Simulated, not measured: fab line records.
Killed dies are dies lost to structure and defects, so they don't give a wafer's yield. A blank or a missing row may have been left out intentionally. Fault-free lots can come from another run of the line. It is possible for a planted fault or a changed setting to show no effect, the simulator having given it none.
Chamber matching + flow nand harc + cmp-02 running NHARC_P_BONDPAD_CMP_32: 4 sister chambers
The step polishes SiCN, target thk 200 nm. 8 wafers are shown with their chamber, then 8 later ones without.

== WAFERS, EACH WITH ITS CHAMBER ==
| wafer  | chamber | motor current A (A) | pad life wafers |
|--------|---------|---------------------|-----------------|
| L078.1 | 2       | 13.2                | 102             |
| L078.2 | 3       | 10.9                | 103             |
| L083.2 | 3       | 10.8                | 327             |
| L084.4 | 0       | 9.8                 | 332             |
| L089.4 | 2       | 13.3                | 493             |
| L093.1 | 1       | 11.4                | 121             |
| L093.2 | 0       | 10.1                | 120             |
| L094.1 | 1       | 11.7                | 133             |

== WAFERS WITH NO CHAMBER GIVEN ==
| wafer  | motor current A (A) | pad life wafers |
|--------|---------------------|-----------------|
| L094.2 | 10.3                | 132             |
| L094.3 | 11.0                | 135             |
| L095.2 | 13.8                | 170             |
| L095.3 | 9.7                 | 168             |
| L097.2 | 12.4                | 271             |
| L097.4 | 10.0                | 270             |
| L096.2 | 13.4                | 284             |
| L096.3 | 10.6                | 285             |

== CHAMBER TAKEN BY EACH ==
| wafer  | from the rows above     | in truth |
|--------|-------------------------|----------|
| L094.2 | can't be placed: 0 or 3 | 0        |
| L094.3 | 3                       | 3        |
| L095.2 | 2                       | 2        |
| L095.3 | 0                       | 0        |
| L097.2 | can't be placed: 2 or 1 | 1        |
| L097.4 | 0                       | 0        |
| L096.2 | 2                       | 2        |
| L096.3 | 3                       | 3        |
Placed correctly: 6 of 8. These rows do not allow placing 2 (true chamber among the candidates in 2). Wrongly placed: 0.
How it was worked out, from the rows above alone: a wafer's distance from a chamber is the root of the sum, over the readings, of the square of ((its reading less the chamber's mean) divided by the reading's scatter). If the next closest chamber is less than 2 further off than the closest, the wafer can't be placed; otherwise it belongs to the closest. Each chamber's mean is taken over the wafers shown for it. The scatter is the square root of a quotient: the sum, over the shown wafers, of each reading's squared deviation from its chamber's mean, divided by wafers minus chambers.
